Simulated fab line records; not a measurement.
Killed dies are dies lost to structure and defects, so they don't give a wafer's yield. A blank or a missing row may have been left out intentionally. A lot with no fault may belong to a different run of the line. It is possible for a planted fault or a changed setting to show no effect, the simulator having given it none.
Split-lot study || flow n5-finfet || route with 1938 steps; 7 lots, 21 wafers read

## THE SPLIT
At N5_MIM_BOT_SPUTTER_00 (material TiN, target thk 35 nm, time 89.7 s), the setting time-s was moved away from the recipe's 89.7 s on 3 of the 21 wafers read, by -7.6% to +11.7%. This setting was run at the recipe's value on the other wafers.

The reading comes from the split's own step.

## THE READING
TiN_of_MIM_BOT_SPUTTER_00.thk-nm (the simulator's own value, which no gauge read), in nm, at N5_MIM_BOT_SPUTTER_00 (material TiN, target thk 35 nm, time 89.7 s). There is no usual value for it anywhere in the file. Average 34.9 nm, standard deviation 0.4 nm, over the 18 wafers here run with the recipe.

{"wafer": "L079.2", "tool, chamber at the split": "pvd-sputter-01, -", "time-s as run, s": 89.7, "against the recipe": "recipe", "TiN_of_MIM_BOT_SPUTTER_00.thk-nm, nm": 35.2, "against lot-mates on the recipe": "-"}
{"wafer": "L079.4", "tool, chamber at the split": "pvd-sputter-01, -", "time-s as run, s": 89.7, "against the recipe": "recipe", "TiN_of_MIM_BOT_SPUTTER_00.thk-nm, nm": 35.2, "against lot-mates on the recipe": "-"}
{"wafer": "L079.5", "tool, chamber at the split": "pvd-sputter-01, -", "time-s as run, s": 89.7, "against the recipe": "recipe", "TiN_of_MIM_BOT_SPUTTER_00.thk-nm, nm": 35, "against lot-mates on the recipe": "-"}
{"wafer": "L081.3", "tool, chamber at the split": "pvd-sputter-01, -", "time-s as run, s": 89.7, "against the recipe": "recipe", "TiN_of_MIM_BOT_SPUTTER_00.thk-nm, nm": 34.6, "against lot-mates on the recipe": "-"}
{"wafer": "L081.4", "tool, chamber at the split": "pvd-sputter-01, -", "time-s as run, s": 82.87, "against the recipe": "-7.6%", "TiN_of_MIM_BOT_SPUTTER_00.thk-nm, nm": 32.2, "against lot-mates on the recipe": -2.5}
{"wafer": "L081.5", "tool, chamber at the split": "pvd-sputter-01, -", "time-s as run, s": 89.7, "against the recipe": "recipe", "TiN_of_MIM_BOT_SPUTTER_00.thk-nm, nm": 34.8, "against lot-mates on the recipe": "-"}
{"wafer": "L082.1", "tool, chamber at the split": "pvd-sputter-02, -", "time-s as run, s": 89.7, "against the recipe": "recipe", "TiN_of_MIM_BOT_SPUTTER_00.thk-nm, nm": 34.8, "against lot-mates on the recipe": "-"}
{"wafer": "L082.4", "tool, chamber at the split": "pvd-sputter-02, -", "time-s as run, s": 89.7, "against the recipe": "recipe", "TiN_of_MIM_BOT_SPUTTER_00.thk-nm, nm": 34.4, "against lot-mates on the recipe": "-"}
{"wafer": "L082.5", "tool, chamber at the split": "pvd-sputter-02, -", "time-s as run, s": 99.13, "against the recipe": "+10.5%", "TiN_of_MIM_BOT_SPUTTER_00.thk-nm, nm": 38.4, "against lot-mates on the recipe": "+3.8"}
{"wafer": "L083.1", "tool, chamber at the split": "pvd-sputter-02, -", "time-s as run, s": 89.7, "against the recipe": "recipe", "TiN_of_MIM_BOT_SPUTTER_00.thk-nm, nm": 35.2, "against lot-mates on the recipe": "-"}
{"wafer": "L083.5", "tool, chamber at the split": "pvd-sputter-02, -", "time-s as run, s": 89.7, "against the recipe": "recipe", "TiN_of_MIM_BOT_SPUTTER_00.thk-nm, nm": 35.2, "against lot-mates on the recipe": "-"}
{"wafer": "L083.3", "tool, chamber at the split": "pvd-sputter-02, -", "time-s as run, s": 89.7, "against the recipe": "recipe", "TiN_of_MIM_BOT_SPUTTER_00.thk-nm, nm": 34.8, "against lot-mates on the recipe": "-"}
{"wafer": "L088.2", "tool, chamber at the split": "pvd-sputter-02, -", "time-s as run, s": 89.7, "against the recipe": "recipe", "TiN_of_MIM_BOT_SPUTTER_00.thk-nm, nm": 34.8, "against lot-mates on the recipe": "-"}
{"wafer": "L088.6", "tool, chamber at the split": "pvd-sputter-02, -", "time-s as run, s": 89.7, "against the recipe": "recipe", "TiN_of_MIM_BOT_SPUTTER_00.thk-nm, nm": 34.8, "against lot-mates on the recipe": "-"}
{"wafer": "L088.3", "tool, chamber at the split": "pvd-sputter-02, -", "time-s as run, s": 89.7, "against the recipe": "recipe", "TiN_of_MIM_BOT_SPUTTER_00.thk-nm, nm": 34.6, "against lot-mates on the recipe": "-"}
{"wafer": "L091.3", "tool, chamber at the split": "pvd-sputter-02, -", "time-s as run, s": 89.7, "against the recipe": "recipe", "TiN_of_MIM_BOT_SPUTTER_00.thk-nm, nm": 34.6, "against lot-mates on the recipe": "-"}
{"wafer": "L091.4", "tool, chamber at the split": "pvd-sputter-02, -", "time-s as run, s": 89.7, "against the recipe": "recipe", "TiN_of_MIM_BOT_SPUTTER_00.thk-nm, nm": 34.8, "against lot-mates on the recipe": "-"}
{"wafer": "L091.6", "tool, chamber at the split": "pvd-sputter-02, -", "time-s as run, s": 89.7, "against the recipe": "recipe", "TiN_of_MIM_BOT_SPUTTER_00.thk-nm, nm": 33.8, "against lot-mates on the recipe": "-"}
{"wafer": "L089.4", "tool, chamber at the split": "pvd-sputter-01, -", "time-s as run, s": 100.2, "against the recipe": "+11.7%", "TiN_of_MIM_BOT_SPUTTER_00.thk-nm, nm": 39.6, "against lot-mates on the recipe": "+4.1"}
{"wafer": "L089.5", "tool, chamber at the split": "pvd-sputter-01, -", "time-s as run, s": 89.7, "against the recipe": "recipe", "TiN_of_MIM_BOT_SPUTTER_00.thk-nm, nm": 35.4, "against lot-mates on the recipe": "-"}
{"wafer": "L089.6", "tool, chamber at the split": "pvd-sputter-01, -", "time-s as run, s": 89.7, "against the recipe": "recipe", "TiN_of_MIM_BOT_SPUTTER_00.thk-nm, nm": 35.6, "against lot-mates on the recipe": "-"}

FIT RESULTS
A straight line over all 21 wafers: TiN_of_MIM_BOT_SPUTTER_00.thk-nm changes by +0.369 nm for each +1% of time-s; r = +0.96; the points scatter about the line by 0.41 nm.
The same after taking each lot's own level away (the mean of its wafers on the recipe; 21 wafers): +0.349 nm for each +1%; r = +0.99; scatter 0.21 nm.
That fit puts the effect of the largest move of time-s on the reading at 4.1 nm.
Across the lots, their own levels run from 34.40 to 35.50 nm, a range of 2.7 times the standard deviation given above.
The two slopes are in agreement: the lot-to-lot level therefore moves the slope only a little.
Check: with one of the wafers moved furthest among these (+11.7%) left out of the fit, the line predicts +4.11 nm for it against its lot-mates. It came out at +4.1 nm against them.

## OTHER SPLITS APPLIED TO THESE WAFERS
Note: prior to the reading, these wafers also went through further splits. Each is held against what the fit with the lots' levels taken away leaves over:
{"other split on the same wafers": "N5_BEOL_M11_COAT_63 spin-rpm", "wafers away from the commonest value": 10, "r with TiN_of_MIM_BOT_SPUTTER_00.thk-nm (lot level and that fit taken away)": "+0.30"}
{"other split on the same wafers": "N5_BEOL_M11_VIA_ETCH_34 time-s", "wafers away from the commonest value": 8, "r with TiN_of_MIM_BOT_SPUTTER_00.thk-nm (lot level and that fit taken away)": "+0.34"}
{"other split on the same wafers": "N5_BEOL_M11_ETCH_41 time-s", "wafers away from the commonest value": 7, "r with TiN_of_MIM_BOT_SPUTTER_00.thk-nm (lot level and that fit taken away)": -0.04}
{"other split on the same wafers": "N5_BEOL_M13_COAT_58 spin-rpm", "wafers away from the commonest value": 6, "r with TiN_of_MIM_BOT_SPUTTER_00.thk-nm (lot level and that fit taken away)": -0.13}
{"other split on the same wafers": "N5_BEOL_M13_ETCH_59 time-s", "wafers away from the commonest value": 5, "r with TiN_of_MIM_BOT_SPUTTER_00.thk-nm (lot level and that fit taken away)": "+0.17"}
{"other split on the same wafers": "N5_BEOL_M15_COAT_22 spin-rpm", "wafers away from the commonest value": 11, "r with TiN_of_MIM_BOT_SPUTTER_00.thk-nm (lot level and that fit taken away)": "+0.06"}
{"other split on the same wafers": "N5_BEOL_M15_PEB_26 peb-temp-c", "wafers away from the commonest value": 6, "r with TiN_of_MIM_BOT_SPUTTER_00.thk-nm (lot level and that fit taken away)": -0.03}

## FILE'S OWN FIT
TiN_of_MIM_BOT_SPUTTER_00.thk-nm changes by +0.35 nm for each +1% of time-s, r = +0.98.
